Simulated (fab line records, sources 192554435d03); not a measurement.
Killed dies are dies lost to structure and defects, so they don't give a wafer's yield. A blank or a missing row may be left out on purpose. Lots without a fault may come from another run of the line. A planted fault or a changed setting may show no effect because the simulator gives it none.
Split-lot experiment | flow n5_finfet | 7 lots, 39 wafers read, on a route of 1938 steps

THE SPLIT
At N5_SD_EPI_P_EPI_21 (deposits SiGe:B, time 355 s), the setting time_s was moved away from the recipe's 355 s on 12 of the 39 wafers read, by -52.8% to -35.0%. The other wafers ran this setting at the recipe's value.

FROM THE SPLIT TO THE READING: what the file shows between them, 3 steps
- N5_SD_EPI_P_EPI_MEAS_23
- N5_SD_EPI_P_HM_STRIP_48: strips SiNx in H3PO4, material SiNx, target depth 3 nm
- N5_SD_EPI_P_SRD_49: time 30 s

THE READING
SiGe-B_of_SD_EPI_P_EPI_21.thk_nm (the simulator's own value, which no gauge read), in nm, at N5_SD_EPI_P_PRECLEAN_24 (cleans in O3/DIW, time 45 s). The file gives no usual value for it. The 27 wafers here that ran the recipe average 60.1 nm, standard deviation 0.69 nm.

wafer  | tool, chamber at the split | time_s as run, s | against the recipe | SiGe-B_of_SD_EPI_P_EPI_21.thk_nm, nm | against lot-mates on the recipe
L084.1 | epi_rpcvd-02, 0            | 355              | recipe             | 60                                   | -
L084.2 | epi_rpcvd-02, 0            | 355              | recipe             | 59.8                                 | -
L084.3 | epi_rpcvd-02, 0            | 355              | recipe             | 60.4                                 | -
L084.4 | epi_rpcvd-02, 0            | 355              | recipe             | 61.2                                 | -
L084.5 | epi_rpcvd-02, 0            | 355              | recipe             | 60.8                                 | -
L084.6 | epi_rpcvd-02, 0            | 355              | recipe             | 60.2                                 | -
L085.1 | epi_rpcvd-02, 0            | 167.4            | -52.8%             | 31                                   | -29.7
L085.2 | epi_rpcvd-02, 0            | 167.4            | -52.8%             | 31.4                                 | -29.3
L085.6 | epi_rpcvd-02, 0            | 167.4            | -52.8%             | 31.4                                 | -29.3
L085.3 | epi_rpcvd-02, 0            | 355              | recipe             | 60.2                                 | -
L085.4 | epi_rpcvd-02, 0            | 355              | recipe             | 60.8                                 | -
L085.5 | epi_rpcvd-02, 0            | 355              | recipe             | 61                                   | -
L089.1 | epi_rpcvd-02, 0            | 355              | recipe             | 60.2                                 | -
L089.2 | epi_rpcvd-02, 0            | 355              | recipe             | 60.4                                 | -
L089.5 | epi_rpcvd-02, 0            | 355              | recipe             | 59.8                                 | -
L090.1 | epi_rpcvd-04, 0            | 355              | recipe             | 59.2                                 | -
L090.2 | epi_rpcvd-04, 0            | 177.8            | -49.9%             | 32.8                                 | -26.7
L090.3 | epi_rpcvd-04, 0            | 177.8            | -49.9%             | 32                                   | -27.5
L090.4 | epi_rpcvd-04, 0            | 355              | recipe             | 59                                   | -
L090.5 | epi_rpcvd-04, 0            | 177.8            | -49.9%             | 32.2                                 | -27.3
L090.6 | epi_rpcvd-04, 0            | 355              | recipe             | 60.2                                 | -
L091.1 | epi_rpcvd-04, 0            | 355              | recipe             | 61.6                                 | -
L091.2 | epi_rpcvd-04, 0            | 355              | recipe             | 61                                   | -
L091.3 | epi_rpcvd-04, 0            | 198.2            | -44.2%             | 37                                   | -24.1
L091.6 | epi_rpcvd-04, 0            | 198.2            | -44.2%             | 37                                   | -24.1
L091.4 | epi_rpcvd-04, 0            | 355              | recipe             | 60.8                                 | -
L091.5 | epi_rpcvd-04, 0            | 198.2            | -44.2%             | 37.4                                 | -23.7
L092.1 | epi_rpcvd-04, 0            | 355              | recipe             | 60.2                                 | -
L092.2 | epi_rpcvd-04, 0            | 355              | recipe             | 60.4                                 | -
L092.3 | epi_rpcvd-04, 0            | 230.6            | -35.0%             | 42.6                                 | -17.6
L092.4 | epi_rpcvd-04, 0            | 230.6            | -35.0%             | 42.2                                 | -18.0
L092.5 | epi_rpcvd-04, 0            | 230.6            | -35.0%             | 41.6                                 | -18.6
L092.6 | epi_rpcvd-04, 0            | 355              | recipe             | 60                                   | -
L093.1 | epi_rpcvd-02, 0            | 355              | recipe             | 59.4                                 | -
L093.5 | epi_rpcvd-02, 0            | 355              | recipe             | 59.4                                 | -
L093.6 | epi_rpcvd-02, 0            | 355              | recipe             | 59.4                                 | -
L093.2 | epi_rpcvd-02, 0            | 355              | recipe             | 58.8                                 | -
L093.3 | epi_rpcvd-02, 0            | 355              | recipe             | 59.6                                 | -
L093.4 | epi_rpcvd-02, 0            | 355              | recipe             | 59.6                                 | -

THE FIT
A straight line over all 39 wafers: SiGe-B_of_SD_EPI_P_EPI_21.thk_nm changes by +0.54 nm for each +1% of time_s; r = +1.00; the points scatter about the line by 0.75 nm.
The same after taking each lot's own level away (the mean of its wafers on the recipe; 39 wafers): +0.544 nm for each +1%; r = +1.00; scatter 0.49 nm.
On that fit, the largest move of time_s shifts the reading by 29 nm.
The lots' own levels span 59.37 to 61.13 nm, that is 2.6 times the standard deviation above.
So the lot-to-lot level changes the slope little: the two slopes agree.
Check: with one of the wafers moved furthest among these (-52.8%) left out of the fit, the line predicts -28.6 nm for it against its lot-mates. It came out at -29.7 nm against them.

OTHER SPLITS ON THESE WAFERS
These wafers also went through other splits before the reading. Each is held against what the fit with the lots' levels taken away leaves over:
other split on the same wafers | wafers away from the commonest value | r with SiGe-B_of_SD_EPI_P_EPI_21.thk_nm (lot level and that fit taken away)
N5_FIN_SAQP_PECVD_47 time_s    | 15                                   | +0.01

THE WHOLE CHAIN: every reading that the file lists as answering this split, in the file's order
step                    | what it does                | reading                                                                           | change (the file's fit)               | r (the file's)
N5_SD_EPI_P_EPI_21      | deposits SiGe:B, time 355 s | SiGe-B_of_SD_EPI_P_EPI_21.thk_nm (the simulator's own value, which no gauge read) | +0.55 nm for each +1% of the setting  | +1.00
N5_SD_EPI_P_EPI_MEAS_23 |                             | thk_nm                                                                            | withheld for each +1% of the setting  | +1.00
N5_SD_EPI_P_PRECLEAN_24 | cleans in O3/DIW, time 45 s | SiGe-B_of_SD_EPI_P_EPI_21.thk_nm (the simulator's own value, which no gauge read) | +0.544 nm for each +1% of the setting | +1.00

THE FILE'S OWN FIT
SiGe-B_of_SD_EPI_P_EPI_21.thk_nm changes by +0.544 nm for each +1% of time_s, r = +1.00.
